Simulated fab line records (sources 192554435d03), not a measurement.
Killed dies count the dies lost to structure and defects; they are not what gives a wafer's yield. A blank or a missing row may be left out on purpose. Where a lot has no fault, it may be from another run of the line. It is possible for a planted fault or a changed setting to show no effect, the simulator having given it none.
Lot-split experiment :: flow n5-finfet :: 39 wafers read from 7 lots, route of 1938 steps

== ON THE SPLIT ==
At N5_PMOS_HMC_CHANNEL_EPI_HM_DEP_34 (deposits SiO2 from TEOS/O2, target thk 36 nm, time 6.9 s), the setting time-s was moved away from the recipe's 6.9 s on 15 of the 39 wafers read, by -46.5% to +51.9%. For the rest of the wafers, this setting stayed at what the recipe calls for.

The split's own step is where the reading is taken.

== THE READING ==
SiO2_of_PMOS_HMC_CHANNEL_EPI_HM_DEP_34.thk-nm (the simulator's own value, which no gauge read), in nm, at N5_PMOS_HMC_CHANNEL_EPI_HM_DEP_34 (deposits SiO2 from TEOS/O2, target thk 36 nm, time 6.9 s). No usual value for it is given in the file. Average 36.08 nm, standard deviation 0.5 nm, over the 24 wafers here run with the recipe.

wafer: L074.1
tool, chamber at the split: pecvd-02, 0
time-s as run, s: 10.48
against the recipe: +51.9%
SiO2_of_PMOS_HMC_CHANNEL_EPI_HM_DEP_34.thk-nm, nm: 53.16
against lot-mates on the recipe: +17.11

wafer: L074.2
tool, chamber at the split: pecvd-02, 1
time-s as run, s: 6.9
against the recipe: recipe
SiO2_of_PMOS_HMC_CHANNEL_EPI_HM_DEP_34.thk-nm, nm: 36.05
against lot-mates on the recipe: -

wafer: L074.3
tool, chamber at the split: pecvd-02, 2
time-s as run, s: 6.9
against the recipe: recipe
SiO2_of_PMOS_HMC_CHANNEL_EPI_HM_DEP_34.thk-nm, nm: 35.65
against lot-mates on the recipe: -

wafer: L074.4
tool, chamber at the split: pecvd-02, 1
time-s as run, s: 6.9
against the recipe: recipe
SiO2_of_PMOS_HMC_CHANNEL_EPI_HM_DEP_34.thk-nm, nm: 36.44
against lot-mates on the recipe: -

wafer: L074.5
tool, chamber at the split: pecvd-02, 2
time-s as run, s: 10.48
against the recipe: +51.9%
SiO2_of_PMOS_HMC_CHANNEL_EPI_HM_DEP_34.thk-nm, nm: 53.68
against lot-mates on the recipe: +17.63

wafer: L074.6
tool, chamber at the split: pecvd-02, 0
time-s as run, s: 10.48
against the recipe: +51.9%
SiO2_of_PMOS_HMC_CHANNEL_EPI_HM_DEP_34.thk-nm, nm: 54.08
against lot-mates on the recipe: +18.03

wafer: L078.1
tool, chamber at the split: pecvd-03, 2
time-s as run, s: 10.19
against the recipe: +47.7%
SiO2_of_PMOS_HMC_CHANNEL_EPI_HM_DEP_34.thk-nm, nm: 52.66
against lot-mates on the recipe: +15.82

wafer: L078.2
tool, chamber at the split: pecvd-03, 0
time-s as run, s: 6.9
against the recipe: recipe
SiO2_of_PMOS_HMC_CHANNEL_EPI_HM_DEP_34.thk-nm, nm: 36.7
against lot-mates on the recipe: -

wafer: L078.3
tool, chamber at the split: pecvd-03, 1
time-s as run, s: 6.9
against the recipe: recipe
SiO2_of_PMOS_HMC_CHANNEL_EPI_HM_DEP_34.thk-nm, nm: 36.78
against lot-mates on the recipe: -

wafer: L078.4
tool, chamber at the split: pecvd-03, 2
time-s as run, s: 6.9
against the recipe: recipe
SiO2_of_PMOS_HMC_CHANNEL_EPI_HM_DEP_34.thk-nm, nm: 37.04
against lot-mates on the recipe: -

wafer: L078.5
tool, chamber at the split: pecvd-03, 1
time-s as run, s: 10.19
against the recipe: +47.7%
SiO2_of_PMOS_HMC_CHANNEL_EPI_HM_DEP_34.thk-nm, nm: 53.43
against lot-mates on the recipe: +16.59

wafer: L078.6
tool, chamber at the split: pecvd-03, 0
time-s as run, s: 10.19
against the recipe: +47.7%
SiO2_of_PMOS_HMC_CHANNEL_EPI_HM_DEP_34.thk-nm, nm: 53.52
against lot-mates on the recipe: +16.68

wafer: L079.1
tool, chamber at the split: pecvd-04, 0
time-s as run, s: 6.9
against the recipe: recipe
SiO2_of_PMOS_HMC_CHANNEL_EPI_HM_DEP_34.thk-nm, nm: 35.99
against lot-mates on the recipe: -

wafer: L079.2
tool, chamber at the split: pecvd-04, 2
time-s as run, s: 6.9
against the recipe: recipe
SiO2_of_PMOS_HMC_CHANNEL_EPI_HM_DEP_34.thk-nm, nm: 35.46
against lot-mates on the recipe: -

wafer: L079.3
tool, chamber at the split: pecvd-04, 1
time-s as run, s: 6.9
against the recipe: recipe
SiO2_of_PMOS_HMC_CHANNEL_EPI_HM_DEP_34.thk-nm, nm: 35.84
against lot-mates on the recipe: -

wafer: L079.4
tool, chamber at the split: pecvd-04, 1
time-s as run, s: 6.9
against the recipe: recipe
SiO2_of_PMOS_HMC_CHANNEL_EPI_HM_DEP_34.thk-nm, nm: 36.14
against lot-mates on the recipe: -

wafer: L079.5
tool, chamber at the split: pecvd-04, 0
time-s as run, s: 6.9
against the recipe: recipe
SiO2_of_PMOS_HMC_CHANNEL_EPI_HM_DEP_34.thk-nm, nm: 36.4
against lot-mates on the recipe: -

wafer: L079.6
tool, chamber at the split: pecvd-04, 2
time-s as run, s: 6.9
against the recipe: recipe
SiO2_of_PMOS_HMC_CHANNEL_EPI_HM_DEP_34.thk-nm, nm: 36.79
against lot-mates on the recipe: -

wafer: L082.1
tool, chamber at the split: pecvd-04, 0
time-s as run, s: 6.9
against the recipe: recipe
SiO2_of_PMOS_HMC_CHANNEL_EPI_HM_DEP_34.thk-nm, nm: 35.66
against lot-mates on the recipe: -

wafer: L082.2
tool, chamber at the split: pecvd-04, 2
time-s as run, s: 3.845
against the recipe: -44.3%
SiO2_of_PMOS_HMC_CHANNEL_EPI_HM_DEP_34.thk-nm, nm: 20.04
against lot-mates on the recipe: -15.89

wafer: L082.3
tool, chamber at the split: pecvd-04, 1
time-s as run, s: 3.845
against the recipe: -44.3%
SiO2_of_PMOS_HMC_CHANNEL_EPI_HM_DEP_34.thk-nm, nm: 19.3
against lot-mates on the recipe: -16.63

wafer: L082.4
tool, chamber at the split: pecvd-04, 2
time-s as run, s: 6.9
against the recipe: recipe
SiO2_of_PMOS_HMC_CHANNEL_EPI_HM_DEP_34.thk-nm, nm: 36.13
against lot-mates on the recipe: -

wafer: L082.5
tool, chamber at the split: pecvd-04, 0
time-s as run, s: 6.9
against the recipe: recipe
SiO2_of_PMOS_HMC_CHANNEL_EPI_HM_DEP_34.thk-nm, nm: 36.01
against lot-mates on the recipe: -

wafer: L082.6
tool, chamber at the split: pecvd-04, 1
time-s as run, s: 3.845
against the recipe: -44.3%
SiO2_of_PMOS_HMC_CHANNEL_EPI_HM_DEP_34.thk-nm, nm: 20.46
against lot-mates on the recipe: -15.47

wafer: L089.1
tool, chamber at the split: pecvd-04, 2
time-s as run, s: 6.9
against the recipe: recipe
SiO2_of_PMOS_HMC_CHANNEL_EPI_HM_DEP_34.thk-nm, nm: 35.32
against lot-mates on the recipe: -

wafer: L089.2
tool, chamber at the split: pecvd-04, 0,1
time-s as run, s: 3.691
against the recipe: -46.5%
SiO2_of_PMOS_HMC_CHANNEL_EPI_HM_DEP_34.thk-nm, nm: 19.35
against lot-mates on the recipe: -16.16

wafer: L089.6
tool, chamber at the split: pecvd-04, 0,1
time-s as run, s: 3.691
against the recipe: -46.5%
SiO2_of_PMOS_HMC_CHANNEL_EPI_HM_DEP_34.thk-nm, nm: 19.35
against lot-mates on the recipe: -16.16

wafer: L089.3
tool, chamber at the split: pecvd-04, 1
time-s as run, s: 6.9
against the recipe: recipe
SiO2_of_PMOS_HMC_CHANNEL_EPI_HM_DEP_34.thk-nm, nm: 35.18
against lot-mates on the recipe: -

wafer: L089.4
tool, chamber at the split: pecvd-04, 2
time-s as run, s: 6.9
against the recipe: recipe
SiO2_of_PMOS_HMC_CHANNEL_EPI_HM_DEP_34.thk-nm, nm: 36.03
against lot-mates on the recipe: -

wafer: L089.5
tool, chamber at the split: pecvd-04, 0
time-s as run, s: 3.691
against the recipe: -46.5%
SiO2_of_PMOS_HMC_CHANNEL_EPI_HM_DEP_34.thk-nm, nm: 19.31
against lot-mates on the recipe: -16.20

wafer: L091.1
tool, chamber at the split: pecvd-03, 2
time-s as run, s: 6.9
against the recipe: recipe
SiO2_of_PMOS_HMC_CHANNEL_EPI_HM_DEP_34.thk-nm, nm: 36.04
against lot-mates on the recipe: -

wafer: L091.2
tool, chamber at the split: pecvd-03, 1
time-s as run, s: 6.9
against the recipe: recipe
SiO2_of_PMOS_HMC_CHANNEL_EPI_HM_DEP_34.thk-nm, nm: 35.47
against lot-mates on the recipe: -

wafer: L091.3
tool, chamber at the split: pecvd-03, 2
time-s as run, s: 6.9
against the recipe: recipe
SiO2_of_PMOS_HMC_CHANNEL_EPI_HM_DEP_34.thk-nm, nm: 36.17
against lot-mates on the recipe: -

wafer: L095.1
tool, chamber at the split: pecvd-03, 2
time-s as run, s: 8.128
against the recipe: +17.8%
SiO2_of_PMOS_HMC_CHANNEL_EPI_HM_DEP_34.thk-nm, nm: 42.33
against lot-mates on the recipe: +6.09

wafer: L095.2
tool, chamber at the split: pecvd-03, 1
time-s as run, s: 6.9
against the recipe: recipe
SiO2_of_PMOS_HMC_CHANNEL_EPI_HM_DEP_34.thk-nm, nm: 35.58
against lot-mates on the recipe: -

wafer: L095.3
tool, chamber at the split: pecvd-03, 0
time-s as run, s: 8.128
against the recipe: +17.8%
SiO2_of_PMOS_HMC_CHANNEL_EPI_HM_DEP_34.thk-nm, nm: 41.83
against lot-mates on the recipe: +5.59

wafer: L095.4
tool, chamber at the split: pecvd-03, 0
time-s as run, s: 8.128
against the recipe: +17.8%
SiO2_of_PMOS_HMC_CHANNEL_EPI_HM_DEP_34.thk-nm, nm: 42.69
against lot-mates on the recipe: +6.45

wafer: L095.5
tool, chamber at the split: pecvd-03, 1
time-s as run, s: 6.9
against the recipe: recipe
SiO2_of_PMOS_HMC_CHANNEL_EPI_HM_DEP_34.thk-nm, nm: 36.4
against lot-mates on the recipe: -

wafer: L095.6
tool, chamber at the split: pecvd-03, 2
time-s as run, s: 6.9
against the recipe: recipe
SiO2_of_PMOS_HMC_CHANNEL_EPI_HM_DEP_34.thk-nm, nm: 36.75
against lot-mates on the recipe: -
If several chambers appear in one row, that row covers several wafers at once and the file leaves open which wafer was in which chamber.

FIT RESULTS
A straight line over all 39 wafers: SiO2_of_PMOS_HMC_CHANNEL_EPI_HM_DEP_34.thk-nm changes by +0.355 nm for each +1% of time-s; r = +1.00; the points scatter about the line by 0.53 nm.
The same after taking each lot's own level away (the mean of its wafers on the recipe; 39 wafers): +0.347 nm for each +1%; r = +1.00; scatter 0.41 nm.
According to that fit, moving time-s by its largest amount changes the reading by 18 nm.
Measured against the standard deviation above, the lots' own levels, which go from 35.510 to 36.840 nm, span 2.7 times it.
So the lot-to-lot level changes the slope little: the two slopes agree.
Check: +18 nm against its lot-mates is what the line predicts for one of the wafers moved furthest among these (+51.9%) when that wafer is left out of the fit. It came out at +17.1 nm against them.

== THE FILE'S OWN FIT ==
SiO2_of_PMOS_HMC_CHANNEL_EPI_HM_DEP_34.thk-nm changes by +0.347 nm for each +1% of time-s, r = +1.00.
